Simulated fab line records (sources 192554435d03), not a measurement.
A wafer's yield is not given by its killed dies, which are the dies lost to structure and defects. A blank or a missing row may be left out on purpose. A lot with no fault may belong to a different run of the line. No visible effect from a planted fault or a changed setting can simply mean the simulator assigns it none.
What tool caused it? / flow n5 finfet / 72 wafers from 24 lots sampled at 2 of the route's 1938 steps

== WHAT EACH GAUGE READ, for each wafer ==
N5_BEOL_M12_INSPECT_30: inspects for defects (macro). Usual: raw defect count 2.2, standard deviation 1.4.
lot=L075; measured=day 10 18:53; on=defect inspect-01; raw defect count=4 1 1; flag=
lot=L074; measured=day 10 20:34; on=defect inspect-02; raw defect count=2 1 2; flag=
lot=L076; measured=day 11 06:31; on=defect inspect-01; raw defect count=2 5 1; flag=
lot=L078; measured=day 11 09:49; on=defect inspect-02; raw defect count=5 1 0; flag=
lot=L077; measured=day 11 13:08; on=defect inspect-01; raw defect count=3 1 3; flag=
lot=L080; measured=day 11 17:14; on=defect inspect-02; raw defect count=3 3 4; flag=
lot=L079; measured=day 11 20:01; on=defect inspect-01; raw defect count=3 4 1; flag=
lot=L081; measured=day 11 21:40; on=defect inspect-02; raw defect count=0 4 2; flag=
lot=L083; measured=day 12 15:26; on=defect inspect-01; raw defect count=2 2 2; flag=
lot=L082; measured=day 12 15:28; on=defect inspect-02; raw defect count=2 2 0; flag=
lot=L084; measured=day 12 17:35; on=defect inspect-01; raw defect count=2 1 3; flag=
lot=L085; measured=day 12 21:05; on=defect inspect-02; raw defect count=1 3 1; flag=
lot=L086; measured=day 13 01:17; on=defect inspect-01; raw defect count=2 1 1; flag=
lot=L089; measured=day 13 20:46; on=defect inspect-01; raw defect count=3 1 4; flag=
lot=L087; measured=day 13 22:02; on=defect inspect-02; raw defect count=1 3 4; flag=
lot=L088; measured=day 14 05:19; on=defect inspect-01; raw defect count=5 2 2; flag=
lot=L090; measured=day 14 14:43; on=defect inspect-02; raw defect count=2 0 4; flag=
lot=L091; measured=day 14 14:59; on=defect inspect-02; raw defect count=3 2 0; flag=
lot=L093; measured=day 15 02:31; on=defect inspect-01; raw defect count=1 3 0; flag=
lot=L092; measured=day 15 05:20; on=defect inspect-02; raw defect count=1 1 2; flag=
lot=L095; measured=day 15 11:44; on=defect inspect-01; raw defect count=2 2 0; flag=
lot=L094; measured=day 15 15:03; on=defect inspect-01; raw defect count=4 2 6; flag=
lot=L096; measured=day 15 21:58; on=defect inspect-02; raw defect count=7 2 2; flag=
lot=L097; measured=day 16 14:10; on=defect inspect-02; raw defect count=1 0 1; flag=

== WHICH TOOL RAN EACH LOT (tool, then ch and the chambers of the sampled wafers, then the start) ==
lot=L075; N5_BEOL_M11_ALD_74=ald metal-03 ch 0,2,3, day 10 15:31
lot=L074; N5_BEOL_M11_ALD_74=ald metal-01 ch 0,1,3, day 10 16:25
lot=L076; N5_BEOL_M11_ALD_74=ald metal-02 ch 0,2, day 11 02:48
lot=L078; N5_BEOL_M11_ALD_74=ald metal-01 ch 0,1,3, day 11 06:21
lot=L077; N5_BEOL_M11_ALD_74=ald metal-02 ch 0,1,2, day 11 09:25
lot=L080; N5_BEOL_M11_ALD_74=ald metal-01 ch 0,2,3, day 11 13:31
lot=L079; N5_BEOL_M11_ALD_74=ald metal-03 ch 0,1, day 11 16:14
lot=L081; N5_BEOL_M11_ALD_74=ald metal-01 ch 0,2,3, day 11 17:01
lot=L083; N5_BEOL_M11_ALD_74=ald metal-01 ch 0,1, day 12 11:40
lot=L082; N5_BEOL_M11_ALD_74=ald metal-03 ch 1,2,3, day 12 12:02
lot=L084; N5_BEOL_M11_ALD_74=ald metal-03 ch 2,3, day 12 13:57
lot=L085; N5_BEOL_M11_ALD_74=ald metal-01 ch 2,3, day 12 17:53
lot=L086; N5_BEOL_M11_ALD_74=ald metal-01 ch 0,2, day 12 21:32
lot=L089; N5_BEOL_M11_ALD_74=ald metal-02 ch 1,2,3, day 13 17:31
lot=L087; N5_BEOL_M11_ALD_74=ald metal-01 ch 2,3, day 13 18:42
lot=L088; N5_BEOL_M11_ALD_74=ald metal-03 ch 0,1,3, day 14 02:16
lot=L090; N5_BEOL_M11_ALD_74=ald metal-02 ch 0,2,3, day 14 11:34
lot=L091; N5_BEOL_M11_ALD_74=ald metal-03 ch 0,1,2, day 14 11:39
lot=L093; N5_BEOL_M11_ALD_74=ald metal-01 ch 0,1,2, day 14 22:49
lot=L092; N5_BEOL_M11_ALD_74=ald metal-02 ch 0,2,3, day 15 02:02
lot=L095; N5_BEOL_M11_ALD_74=ald metal-01 ch 0,1, day 15 08:07
lot=L094; N5_BEOL_M11_ALD_74=ald metal-02 ch 0,1,2, day 15 11:44
lot=L096; N5_BEOL_M11_ALD_74=ald metal-01 ch 1,2,3, day 15 18:42
lot=L097; N5_BEOL_M11_ALD_74=ald metal-02 ch 0,2, day 16 09:22
- N5_BEOL_M11_ALD_74: deposits TaN, target thk 2 nm, pulse time 2 s, purge time 3 s.

== WHAT THE TOOLS THEMSELVES READ (means of the sampled wafers that have a number; where no wafer has one, the mark that the record gives instead) ==
N5_BEOL_M11_ALD_74. Usual: heater power w 419 W, standard deviation 38.
lot=L075; tool=ald metal-03; heater power w (W)=426; flag=
lot=L074; tool=ald metal-01; heater power w (W)=415; flag=
lot=L076; tool=ald metal-02; heater power w (W)=399; flag=
lot=L078; tool=ald metal-01; heater power w (W)=407; flag=
lot=L077; tool=ald metal-02; heater power w (W)=403; flag=
lot=L080; tool=ald metal-01; heater power w (W)=401; flag=
lot=L079; tool=ald metal-03; heater power w (W)=476; flag=
lot=L081; tool=ald metal-01; heater power w (W)=405; flag=
lot=L083; tool=ald metal-01; heater power w (W)=399; flag=
lot=L082; tool=ald metal-03; heater power w (W)=405; flag=
lot=L084; tool=ald metal-03; heater power w (W)=401; flag=
lot=L085; tool=ald metal-01; heater power w (W)=419; flag=
lot=L086; tool=ald metal-01; heater power w (W)=417; flag=
lot=L089; tool=ald metal-02; heater power w (W)=414; flag=
lot=L087; tool=ald metal-01; heater power w (W)=409; flag=
lot=L088; tool=ald metal-03; heater power w (W)=448; flag=
lot=L090; tool=ald metal-02; heater power w (W)=424; flag=
lot=L091; tool=ald metal-03; heater power w (W)=432; flag=
lot=L093; tool=ald metal-01; heater power w (W)=424; flag=
lot=L092; tool=ald metal-02; heater power w (W)=423; flag=
lot=L095; tool=ald metal-01; heater power w (W)=431; flag=
lot=L094; tool=ald metal-02; heater power w (W)=405; flag=
lot=L096; tool=ald metal-01; heater power w (W)=433; flag=
lot=L097; tool=ald metal-02; heater power w (W)=419; flag=

== THE ANSWER, worked out from the rows above alone ==
Rule: a lot counts as off when the mean over its wafers that have a number is more than 3 standard deviations away from the usual mean. A lot without any number at a reading at which 4 lots or more have one is off too. Any other lot the step has rows for is counted as sound. First the gauges in route order, then the tools' own readings, where a lot's mean is used as printed above. The first step at which some lot is off is used, and at that step the reading that is off furthest; a lot without a number counts as furthest.
No lot is off on any of the readings shown, so nothing can be concluded from this.

== WHAT THE SIMULATOR HAD INSERTED ==
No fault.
